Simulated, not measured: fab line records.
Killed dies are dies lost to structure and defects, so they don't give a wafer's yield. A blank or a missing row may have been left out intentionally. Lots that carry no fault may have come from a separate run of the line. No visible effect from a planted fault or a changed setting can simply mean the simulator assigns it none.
fab line records -- flow n5-finfet -- part 2 of 2: steps 23 to 32 of 32
record lots=5, wafers=15, last-day=14
route steps=1938 shown SD_EPI_N@290 SD_EPI_P@295
lots that met no fault: from a run of the same line without faults
start-h: start of the lot's first displayed wafer, in hours after the record's first day -- wait-h: hours from the lot's prior step to this one -- " same as the row above -- L1.1+2: several wafers, shown together as one row -- - no value, or no start given -- * or withheld: withheld -- < > ~ a bound
route shown NAME@n: NAME is a module with steps in the file, n the number in the route of the first one -- usual: mean/standard deviation taken from wafers without a fault -- same: alike in all rows -- chamber/n: place in a boat -- sites: each site's reading -- _std_site: standard deviation of those values -- _edge_site: inner sites' mean taken away from outer sites' mean -- radius-mm: how far each site lies from the wafer's centre -- mask NAME#n: copy n -- behind: tool/chamber where the wafer was last shaped -- hold: reason for holding the lot/hours on hold/outcome of the hold -- device: names the non-switching transistor (n, p or np) -- end of line: the tests these same wafers got at the end of their route -- a step given without rows: its recipe and nothing more -- killed: at the first sort, the dies lost to defects and structure; wafer yield is something else -- map: the dies of a wafer, with x for killed, . for not killed, _ for no die there
set.NAME: the run value of the setting; set.NAME@STEP: its run value at that earlier step -- model.NAME: the simulator's own value behind a step, which no gauge read
certain route steps with their lots: each step a table, each wafer a row
services: a tool's chamber out of use, with start hour (start-h, from the record's first day; less than 0 if before it), hours out, and reason
## steps
# step N5_SD_EPI_P_ETCH_16
# recipe chemistry=CHF3/O2, target=SiO2, target-depth-a=50, mask-material=SOC, pressure-mtorr=30, source-w=650, bias-w=170, Ar_flow_sccm=200, CHF3_flow_sccm=50, O2_flow_sccm=5, ion-energy-ev=200
# usual drypump-motor-current-A=5.8/0.5, oes-product-au=0.73/0.039, rf-vpp-V=528/14, showerhead-plenum-p-Torr=2.45/0.076, throttle-valve-pct=18.94/0.19
lot.wafer,tool,chamber,start-h,wait-h,drypump-motor-current-A,oes-product-au,rf-hours-counter-h,rf-vpp-V,showerhead-plenum-p-Torr,throttle-valve-pct
L075.1,rie-diel-03,2,59.98,0.1,5.6,0.82,65,506,2.45,19.07
L075.2,rie-diel-03,0,59.98,0.1,5.9,0.74,150,558,2.52,18.94
L075.6,rie-diel-03,2,59.98,0.1,5.6,0.82,-,507,2.45,19.08
L076.4,rie-diel-06,2,64.89,0.1,6.8,0.81,100,542,2.35,18.93
L076.5,rie-diel-06,1,64.89,0.1,5.7,0.73,-,516,2.53,18.82
L076.6,rie-diel-06,0,64.89,0.1,5.8,0.72,-,541,2.47,18.60
L080.1,rie-diel-05,1,88.15,0.1,5.1,0.72,162,533,2.52,19.09
L080.5,rie-diel-05,2,88.15,0.1,6.3,0.75,-,525,2.51,18.76
L080.6,rie-diel-05,3,88.15,0.1,6.0,0.70,-,539,2.42,19.12
L081.2,rie-diel-05,0,96.81,0.1,5.3,0.78,134,525,2.52,18.63
L081.4,rie-diel-05,3,96.81,0.1,6.1,0.69,202,541,2.42,19.13
L081.5,rie-diel-05,2,96.81,0.1,6.4,0.75,-,524,2.51,18.77
L082.2,rie-diel-06,3,105.39,0.1,5.2,0.74,181,518,2.30,18.89
L082.5,rie-diel-06,2,105.39,0.1,6.7,0.81,-,542,2.35,18.95
L082.6,rie-diel-06,3,105.39,0.1,5.2,0.75,-,519,2.30,18.90
# step N5_SD_EPI_P_STRIP_50
# recipe chemistry=CHF3/O2, resist=SiARC, rf-frequency-hz=6e+07
lot.wafer,tool,chamber,start-h,wait-h
L075.1+2+6,rie-diel-03,"2,0,2",60.02,0.0
L076.4+5+6,rie-diel-06,"2,1,0",64.93,0.0
L080.1+5+6,rie-diel-05,"1,2,3",88.19,0.0
L081.2+4+5,rie-diel-05,"0,3,2",96.85,0.0
L082.2+5+6,rie-diel-06,"3,2,3",105.43,0.0
# step N5_SD_EPI_P_SD_RECESS_17
# recipe chemistry=HBr/Cl2/O2, target-depth-a=391, bt-time-s=3, pressure-mtorr=10, icp-w=800, bias-w=112, HBr_flow_sccm=150, Cl2_flow_sccm=80, O2_flow_sccm=12
# usual drypump-motor-current-A=5.7/0.47, oes-product-au=0.997/0.022, throttle-valve-pct=37.3/0.57
# same bt-time-s=3
lot.wafer,tool,chamber,start-h,wait-h,drypump-motor-current-A,oes-product-au,rf-hours-counter-h,throttle-valve-pct
L075.1,rie-si-03,3,60.05,0.0,6.7,0.983,39,37.3
L075.2,rie-si-03,0,60.05,0.0,5.8,1.038,156,37.4
L075.6,rie-si-03,1,60.05,0.0,5.8,0.995,-,38.3
L076.4,rie-si-03,1,64.96,0.0,5.8,0.997,33,38.3
L076.5,rie-si-03,1,64.96,0.0,5.8,0.991,-,38.3
L076.6,rie-si-03,2,64.96,0.0,5.1,0.962,-,36.5
L080.1,rie-si-06,1,88.22,0.0,5.2,1.011,9,36.8
L080.5,rie-si-06,0,88.22,0.0,5.6,1.023,-,37.3
L080.6,rie-si-06,1,88.22,0.0,5.2,1.005,-,36.8
L081.2,rie-si-03,3,96.88,0.0,6.7,0.984,40,37.3
L081.4,rie-si-03,2,96.88,0.0,5.1,0.964,94,36.5
L081.5,rie-si-03,3,96.88,0.0,6.7,0.982,-,37.3
L082.2,rie-si-03,1,105.46,0.0,5.8,0.987,34,38.3
L082.5,rie-si-03,0,105.46,0.0,5.8,1.033,-,37.4
L082.6,rie-si-03,1,105.46,0.0,5.8,0.984,-,38.3
# step N5_SD_EPI_P_WET_ETCH_45
# recipe chemistry=dHF, dilution=withheld, time-s=10.7, target=SiO2, target-depth-a=20, temp-c=25, dry=ipa-marangoni, rinse-time-s=30, rinse-temp-c=23
lot.wafer,tool,chamber,start-h,wait-h
L075.1+2+6,wet-bench-03,"2,0,1",60.15,0.1
L076.4+5+6,wet-bench-05,"6,5,0",65.06,0.1
L080.1+5+6,wet-bench-02,"4,3,5",88.31,0.1
L081.2+4+5,wet-bench-02,"5,7,0",96.97,0.1
L082.2+5+6,wet-bench-02,"0,2,5",105.55,0.1
# step N5_SD_EPI_P_STRIP_40
# recipe chemistry=N2/H2, power-w=1000, temp-c=250, h2-frac=0.65, overash-fraction=0.3, pressure-mtorr=withheld, n2-flow-sccm=1750, h2-flow-sccm=3250
# usual drypump-motor-current-A=6.0/0.56, heater-power-w=330/14, oes-product-au=0.761/0.011
lot.wafer,tool,chamber,start-h,wait-h,drypump-motor-current-A,heater-power-w,oes-product-au,rf-hours-counter-h
L075.1,plasma-asher-01,0,60.20,0.0,6.4,337,0.757,103
L075.2,plasma-asher-01,1,60.20,0.0,6.1,324,0.757,103
L075.6,plasma-asher-01,1,60.20,0.0,6.1,327,0.756,-
L076.4,plasma-asher-02,1,65.13,0.0,6.5,308,0.771,-
L076.5,plasma-asher-02,0,65.13,0.0,5.1,331,0.748,-
L076.6,plasma-asher-02,1,65.13,0.0,6.5,309,0.772,-
L080.1,plasma-asher-02,0,88.36,0.0,5.0,341,0.763,31
L080.5,plasma-asher-02,1,88.36,0.0,6.5,315,0.778,-
L080.6,plasma-asher-02,0,88.36,0.0,5.1,344,0.736,-
L081.2,plasma-asher-02,1,97.02,0.0,6.5,306,0.767,32
L081.4,plasma-asher-02,1,97.02,0.0,6.5,300,0.752,-
L081.5,plasma-asher-02,1,97.02,0.0,6.5,313,0.772,-
L082.2,plasma-asher-02,1,105.60,0.0,6.5,309,0.749,34
L082.5,plasma-asher-02,1,105.60,0.0,6.5,307,0.775,-
L082.6,plasma-asher-02,0,105.60,0.0,5.1,348,0.743,-
# step N5_SD_EPI_P_PRECLEAN_52
# recipe chemistry=O3/DIW, time-s=60, temp-c=22, o3-ppm=10
lot.wafer,tool,chamber,start-h,wait-h
L075.1+2+6,wet-bench-05,"0,2,5",60.28,-
L076.4+5+6,wet-bench-02,"7,0,4",65.19,-
L080.1+5+6,wet-bench-02,"2,5,0",88.45,-
L081.2+4+5,wet-bench-05,"5,6,0",97.11,-
L082.2+5+6,wet-bench-05,"4,7,1",105.69,-
# step N5_SD_EPI_P_SRD_20
# recipe dry=ipa-marangoni, do-ppb=5, time-s=30, temp-c=23, rinse-liquid=diw
lot.wafer,tool,chamber,start-h,wait-h
L075.1+2+6,wet-bench-05,"0,2,5",60.30,0.0
L076.4+5+6,wet-bench-02,"7,0,4",65.21,0.0
L080.1+5+6,wet-bench-02,"2,5,0",88.47,0.0
L081.2+4+5,wet-bench-05,"5,6,0",97.15,0.0
L082.2+5+6,wet-bench-05,"4,7,1",105.73,0.0
# step N5_SD_EPI_P_PRECLEAN_51
# recipe chemistry=NF3:NH3, afs-cycles=1, temp-c=30, time-s=20, sublimation-temp-c=180, sublimation-time-s=60, pressure-torr=3, rf-power-w=30
# usual sublimation-temp-c=179.96/0.15
lot.wafer,tool,chamber,start-h,wait-h,sublimation-temp-c
L075.1,epi-rpcvd-04,0,60.35,0.0,180.08
L075.2,epi-rpcvd-04,0,60.35,0.0,180.14
L075.6,epi-rpcvd-04,0,60.35,0.0,179.93
L076.4,epi-rpcvd-02,0,65.36,0.1,179.70
L076.5,epi-rpcvd-02,0,65.36,0.1,180.03
L076.6,epi-rpcvd-02,0,65.36,0.1,179.88
L080.1,epi-rpcvd-02,0,88.52,0.0,179.80
L080.5,epi-rpcvd-02,0,88.52,0.0,179.98
L080.6,epi-rpcvd-02,0,88.52,0.0,180.20
L081.2,epi-rpcvd-04,0,97.25,0.1,179.98
L081.4,epi-rpcvd-04,0,97.25,0.1,179.70
L081.5,epi-rpcvd-04,0,97.25,0.1,179.62
L082.2,epi-rpcvd-02,0,105.83,0.1,180.05
L082.5,epi-rpcvd-02,0,105.83,0.1,179.79
L082.6,epi-rpcvd-02,0,105.83,0.1,179.82
# step N5_SD_EPI_P_VAPOR_ETCH_44
# recipe chemistry=NF3/Ar, target=SiGe30, temp-c=25, time-s=3.3, mode=isotropic
lot.wafer,tool,chamber,start-h,wait-h
L075.1+2+6,epi-rpcvd-04,0,60.59,0.2
L076.4+5+6,epi-rpcvd-02,0,65.54,0.1
L080.1+5+6,epi-rpcvd-02,0,88.70,0.1
L081.2+4+5,epi-rpcvd-04,0,97.49,0.2
L082.2+5+6,epi-rpcvd-02,0,106.01,0.1
# step N5_SD_EPI_P_EPI_21
# recipe material=SiGe:B, dopant=B, temp-c=550, pressure-torr=20, ambient=H2, time-s=355
# usual lamp-inner-pct=10.2/0.62, susceptor_temp_C_max=551.6/0.53
lot.wafer,tool,chamber,start-h,wait-h,lamp-inner-pct,susceptor_temp_C_max
L075.1,epi-rpcvd-04,0,60.83,0.2,10.2,551.6
L075.2,epi-rpcvd-04,0,60.83,0.2,10.3,551.1
L075.6,epi-rpcvd-04,0,63.23,2.4,10.3,551.9
L076.4,epi-rpcvd-02,0,66.71,1.1,10.9,552.3
L076.5,epi-rpcvd-02,0,66.71,1.1,10.9,551.9
L076.6,epi-rpcvd-02,0,66.71,1.1,10.9,552.3
L080.1,epi-rpcvd-02,0,88.88,0.1,10.9,552.4
L080.5,epi-rpcvd-02,0,90.32,1.5,10.8,552.0
L080.6,epi-rpcvd-02,0,90.32,1.5,10.9,551.9
L081.2,epi-rpcvd-04,0,98.17,0.6,10.3,551.5
L081.4,epi-rpcvd-04,0,98.17,0.6,10.3,552.0
L081.5,epi-rpcvd-04,0,98.17,0.6,10.2,551.6
L082.2,epi-rpcvd-02,0,106.52,0.5,10.9,552.3
L082.5,epi-rpcvd-02,0,107.60,1.5,11.0,552.2
L082.6,epi-rpcvd-02,0,107.60,1.5,10.8,551.8
## services
tool,chamber,start-h,hours,kind
litho-track-05,-,40.87,-,consumable-replace:filter
rie-diel-06,0,46.11,4.4,repair
arfi-scanner-02,-,49.49,1.0,pm
arfi-scanner-01,-,55.55,1.0,pm
arfi-scanner-03,-,56.73,3.9,pm
rie-si-06,2,59.03,4.1,repair
arfi-scanner-02,-,60.41,0.7,repair
wet-bench-03,-,63.33,3.5,repair
arfi-scanner-03,-,66.62,1.3,pm
arfi-scanner-01,0,70.38,-,calibration
rie-si-03,1,76.30,1.8,repair
rie-si-03,0,80.44,4.5,repair
arfi-scanner-02,-,81.00,1.3,pm
wet-bench-02,-,84.37,2.2,repair
arfi-scanner-03,-,86.42,4.9,pm
rie-si-06,0,94.55,2.9,repair
arfi-scanner-02,-,97.43,0.8,pm
rie-si-03,-,99.66,0.3,repair
rie-si-06,-,104.32,8.3,repair
arfi-scanner-01,-,106.52,1.3,pm
